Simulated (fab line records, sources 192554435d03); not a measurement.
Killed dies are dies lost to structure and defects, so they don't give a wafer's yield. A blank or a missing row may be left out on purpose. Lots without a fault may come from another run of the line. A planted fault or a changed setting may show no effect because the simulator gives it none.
Which tool did it? | flow n5_finfet | 11 lots, 29 wafers sampled, at 7 steps of a route of 1938

WHAT THE GAUGES READ, wafer by wafer
N5_BEOL_M4_INSPECT_59: inspects for defects (darkfield). Usual: raw_defect_count 67, standard deviation 22.
lot  | measured     | on                | raw_defect_count | flag
L509 | day 8 12:27  | defect_inspect-01 | 41 48            |
L510 | day 8 18:02  | defect_inspect-01 | 51 71            |
L512 | day 9 05:53  | defect_inspect-01 | 75 61            |
L513 | day 9 09:35  | defect_inspect-01 | 55 45            |
L515 | day 10 03:10 | defect_inspect-01 | 72 94 78         |
L516 | day 10 03:43 | defect_inspect-02 | 75 94 106        |
L521 | day 11 05:13 | defect_inspect-02 | 1165 1072 1144   | OFF
L522 | day 12 03:29 | defect_inspect-01 | 1099 1130 1099   | OFF
L529 | day 13 04:10 | defect_inspect-02 | 59 59 77         |
L531 | day 13 09:16 | defect_inspect-01 | 80 63 102        |
L532 | day 14 06:26 | defect_inspect-01 | 50 58 44         |

N5_BEOL_M4_RC_MEAS_101. Usual: DIBL_N 35.3 mV/V, standard deviation 2.5; DIBL_P 35 mV/V, standard deviation 3.3; IOFF_N 0.15 nA/um, standard deviation 0.049; IOFF_P 0.20 nA/um, standard deviation 0.056; ION_N 673 uA/um, standard deviation 16; ION_P 462 uA/um, standard deviation 10; SS_N 71.2 mV/dec, standard deviation 0.85; SS_P 73.0 mV/dec, standard deviation 0.97; VT_N 252 mV, standard deviation 4.9; VT_P -251 mV, standard deviation 5.
lot  | measured     | on        | DIBL_N (mV/V)  | DIBL_P (mV/V) | IOFF_N (nA/um) | IOFF_P (nA/um) | ION_N (uA/um) | ION_P (uA/um) | SS_N (mV/dec)  | SS_P (mV/dec)  | VT_N (mV)   | VT_P (mV)      | flag
L509 | day 8 12:38  | prober-02 | 34.2 31.6      | 33 31         | 0.13 0.10      | 0.19 0.15      | 673 662       | 461 464       | 70.8 70.7      | 72.6 71.8      | 251 255     | -249 -252      |
L510 | day 8 18:04  | prober-02 | 37.3 37.2      | 39 38         | 0.19 0.18      | 0.21 0.20      | 691 680       | 466 457       | 72.6 72.3      | 73.9 73.5      | 248 251     | -251 -256      |
L512 | day 9 05:55  | prober-01 | 38.6 39.0      | 41 41         | 0.24 0.24      | 0.30 0.32      | 708 709       | 481 490       | 72.3 73.0      | 75.0 75.2      | 242 245     | -244 -243      |
L513 | day 9 09:36  | prober-02 | 35.9 34.6      | 37 35         | 0.16 0.13      | 0.24 0.20      | 684 676       | 478 471       | 72.1 71.6      | 73.5 73.7      | 250 252     | -249 -249      |
L515 | day 10 03:30 | prober-01 | 33.9 39.9 42.3 | 34 41 44      | 0.13 0.23 0.33 | 0.19 0.32 0.39 | 668 698 712   | 462 479 481   | 70.8 72.1 73.3 | 72.4 74.7 75.4 | 252 244 240 | -251 -244 -241 |
L516 | day 10 03:44 | prober-02 | 35.6 35.7 36.1 | 35 36 36      | 0.14 0.16 0.15 | 0.20 0.22 0.21 | 668 683 683   | 464 473 470   | 70.9 71.1 71.6 | 72.9 72.1 72.9 | 249 247 252 | -250 -251 -248 |
L521 | day 11 05:14 | prober-02 | 32.9 35.1 36.9 | 32 34 37      | 0.09 0.12 0.15 | 0.14 0.16 0.19 | 649 669 671   | 452 460 461   | 71.6 71.0 71.4 | 72.4 73.0 73.3 | 257 257 255 | -256 -256 -251 |
L522 | day 12 03:50 | prober-02 | 35.6 36.5 37.9 | 37 38 39      | 0.17 0.19 0.21 | 0.22 0.23 0.25 | 685 698 689   | 473 475 469   | 72.0 71.4 71.4 | 73.4 73.2 73.7 | 249 247 245 | -248 -250 -244 |
L529 | day 13 04:11 | prober-02 | 33.8 34.3 33.3 | 33 34 32      | 0.11 0.11 0.11 | 0.15 0.15 0.14 | 667 678 684   | 458 467 468   | 70.2 70.8 69.6 | 71.5 71.8 71.5 | 254 258 256 | -256 -253 -257 |
L531 | day 13 09:18 | prober-02 | 30.2 31.0 31.3 | 29 30 30      | 0.08 0.09 0.09 | 0.11 0.11 0.12 | 665 646 648   | 457 447 442   | 70.0 70.0 69.9 | 72.5 72.4 72.0 | 259 257 259 | -258 -257 -259 |
L532 | day 14 06:27 | prober-02 | 32.9 37.2 37.3 | 31 36 35      | 0.09 0.14 0.14 | 0.13 0.18 0.17 | 648 654 656   | 451 448 445   | 71.3 71.5 72.3 | 72.7 73.9 73.9 | 257 253 256 | -261 -254 -256 |

N5_BEOL_M5_INSPECT_13: inspects for defects (brightfield). Usual: raw_defect_count 379, standard deviation 110.
lot  | measured     | on                | raw_defect_count | flag
L509 | day 8 14:50  | defect_inspect-02 | 310 360          |
L510 | day 8 21:37  | defect_inspect-02 | 253 281          |
L512 | day 9 09:11  | defect_inspect-01 | 416 796          |
L513 | day 9 14:03  | defect_inspect-01 | 415 401          |
L515 | day 10 05:47 | defect_inspect-01 | 456 396 460      |
L516 | day 10 05:59 | defect_inspect-02 | 448 364 422      |
L521 | day 11 09:56 | defect_inspect-02 | 1394 1379 1332   | OFF
L522 | day 12 06:02 | defect_inspect-01 | 1268 1432 1479   | OFF
L529 | day 13 08:34 | defect_inspect-01 | 391 328 436      |
L531 | day 13 12:02 | defect_inspect-02 | 343 420 419      |
L532 | day 14 08:53 | defect_inspect-01 | 256 284 294      |

WHICH TOOL RAN EACH LOT (tool, then ch and the chambers of the sampled wafers, then the start)
lot  | N5_BEOL_M4_ANNEAL_87         | N5_BEOL_M4_SPUTTER_88        | N5_BEOL_M4_SPUTTER_90        | N5_BEOL_M4_PRE_CLEAN_60
L509 | pvd_sputter-01, day 8 10:22  | pvd_sputter-01, day 8 10:30  | pvd_sputter-01, day 8 10:43  | cvd_co-01 ch 0,1, day 8 12:12
L510 | pvd_sputter-02, day 8 15:56  | pvd_sputter-02, day 8 16:05  | pvd_sputter-02, day 8 16:18  | cvd_co-02 ch 0,1, day 8 17:47
L512 | pvd_sputter-03, day 9 03:48  | pvd_sputter-03, day 9 03:56  | pvd_sputter-03, day 9 04:10  | cvd_co-01 ch 0,2, day 9 05:38
L513 | pvd_sputter-02, day 9 07:19  | pvd_sputter-02, day 9 07:28  | pvd_sputter-02, day 9 07:41  | cvd_co-01 ch 0,2, day 9 09:20
L515 | pvd_sputter-02, day 10 01:04 | pvd_sputter-02, day 10 01:13 | pvd_sputter-02, day 10 01:26 | cvd_co-02 ch 0,2, day 10 02:55
L516 | pvd_sputter-01, day 10 01:37 | pvd_sputter-01, day 10 01:46 | pvd_sputter-01, day 10 01:59 | cvd_co-02 ch 1,2, day 10 03:28
L521 | pvd_sputter-02, day 11 03:04 | pvd_sputter-02, day 11 03:12 | pvd_sputter-02, day 11 03:25 | cvd_co-01 ch 0,1,2, day 11 04:56
L522 | pvd_sputter-01, day 12 00:41 | pvd_sputter-01, day 12 00:49 | pvd_sputter-01, day 12 01:02 | cvd_co-01 ch 0,1, day 12 03:14
L529 | pvd_sputter-02, day 13 02:04 | pvd_sputter-02, day 13 02:13 | pvd_sputter-02, day 13 02:26 | cvd_co-02 ch 0,2, day 13 03:55
L531 | pvd_sputter-01, day 13 06:55 | pvd_sputter-01, day 13 07:04 | pvd_sputter-01, day 13 07:17 | cvd_co-02 ch 0,1,2, day 13 09:01
L532 | pvd_sputter-03, day 14 04:20 | pvd_sputter-03, day 14 04:28 | pvd_sputter-03, day 14 04:41 | cvd_co-02 ch 0,2, day 14 06:11
- N5_BEOL_M4_ANNEAL_87: time 240 s.
- N5_BEOL_M4_SPUTTER_88: material Cu, target thk 4.5 nm, time 8.29 s.
- N5_BEOL_M4_SPUTTER_90: material Cu, target thk 4.5 nm, time 8.29 s.
- N5_BEOL_M4_PRE_CLEAN_60: time 15 s.

WHAT THE TOOLS THEMSELVES READ (means of the sampled wafers that have a number; where no wafer has one, the mark that the record gives instead)
N5_BEOL_M4_ANNEAL_87. Usual: heater_power_w 901 W, standard deviation 67.
lot  | tool           | heater_power_w (W) | flag
L509 | pvd_sputter-01 | 976                |
L510 | pvd_sputter-02 | 851                |
L512 | pvd_sputter-03 | 888                |
L513 | pvd_sputter-02 | 872                |
L515 | pvd_sputter-02 | 851                |
L516 | pvd_sputter-01 | 978                |
L521 | pvd_sputter-02 | 838                |
L522 | pvd_sputter-01 | 904                |
L529 | pvd_sputter-02 | 843                |
L531 | pvd_sputter-01 | 994                |
L532 | pvd_sputter-03 | 941                |

N5_BEOL_M4_SPUTTER_88. Usual: throttle_valve_pct 29.6 %, standard deviation 1.
lot  | tool           | throttle_valve_pct (%) | flag
L509 | pvd_sputter-01 | 28.7                   |
L510 | pvd_sputter-02 | 29.2                   |
L512 | pvd_sputter-03 | 29.9                   |
L513 | pvd_sputter-02 | 29.7                   |
L515 | pvd_sputter-02 | 29.6                   |
L516 | pvd_sputter-01 | 29.2                   |
L521 | pvd_sputter-02 | 29.5                   |
L522 | pvd_sputter-01 | 31.1                   |
L529 | pvd_sputter-02 | 29.2                   |
L531 | pvd_sputter-01 | 29.2                   |
L532 | pvd_sputter-03 | 29.1                   |

N5_BEOL_M4_SPUTTER_90. Usual: throttle_valve_pct 29.6 %, standard deviation 1.
lot  | tool           | throttle_valve_pct (%) | flag
L509 | pvd_sputter-01 | 28.4                   |
L510 | pvd_sputter-02 | 29.2                   |
L512 | pvd_sputter-03 | 29.8                   |
L513 | pvd_sputter-02 | 29.6                   |
L515 | pvd_sputter-02 | 29.7                   |
L516 | pvd_sputter-01 | 29.2                   |
L521 | pvd_sputter-02 | 29.8                   |
L522 | pvd_sputter-01 | 31.0                   |
L529 | pvd_sputter-02 | 29.0                   |
L531 | pvd_sputter-01 | 29.3                   |
L532 | pvd_sputter-03 | 29.0                   |

N5_BEOL_M4_PRE_CLEAN_60. Usual: heater_power_w 79 W, standard deviation 12; rf_fwd_power_W 296.4 W, standard deviation 1.4.
lot  | tool      | heater_power_w (W) | rf_fwd_power_W (W) | flag
L509 | cvd_co-01 | 70                 | 295.5              |
L510 | cvd_co-02 | 94                 | 297.0              |
L512 | cvd_co-01 | 72                 | 296.8              |
L513 | cvd_co-01 | 72                 | 296.2              |
L515 | cvd_co-02 | 78                 | 295.8              |
L516 | cvd_co-02 | 83                 | 296.1              |
L521 | cvd_co-01 | 71                 | 295.2              |
L522 | cvd_co-01 | 70                 | 294.6              |
L529 | cvd_co-02 | 81                 | 296.1              |
L531 | cvd_co-02 | 87                 | 297.5              |
L532 | cvd_co-02 | 81                 | 295.6              |

THE ANSWER, worked out from the rows above alone
Rule: a lot is off if the mean of its wafers that have a number lies more than 3 standard deviations from the usual mean. A lot without any number at a reading at which 4 lots or more have one is off too. The other lots that the step has rows for count as sound. The gauges are gone through in route order, then the tools' own readings, and for those a lot's mean is taken as printed above. The first step at which some lot is off is used, and at that step the reading that is off furthest; a lot without a number counts as furthest.
Off: L521, L522, at N5_BEOL_M4_INSPECT_59 (raw_defect_count).
A tool fits if, at a process step before that reading, it ran every lot that is off, and no sound lot after the first of them. The gauges at N5_BEOL_M4_INSPECT_59 are tried like those tools. One fits: cvd_co-01 at N5_BEOL_M4_PRE_CLEAN_60. Its last sound lot is L513 (day 9 09:20), its first lot that is off L521 (day 11 04:56): a fault that began between those two fits.

WHAT THE SIMULATOR HAD PUT IN
Chamber particle source: cvd_co-01, from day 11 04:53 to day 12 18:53, at N5_BEOL_M4_PRE_CLEAN_60. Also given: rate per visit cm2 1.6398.
Lots struck among those shown: L521, L522. The rule above found the same.
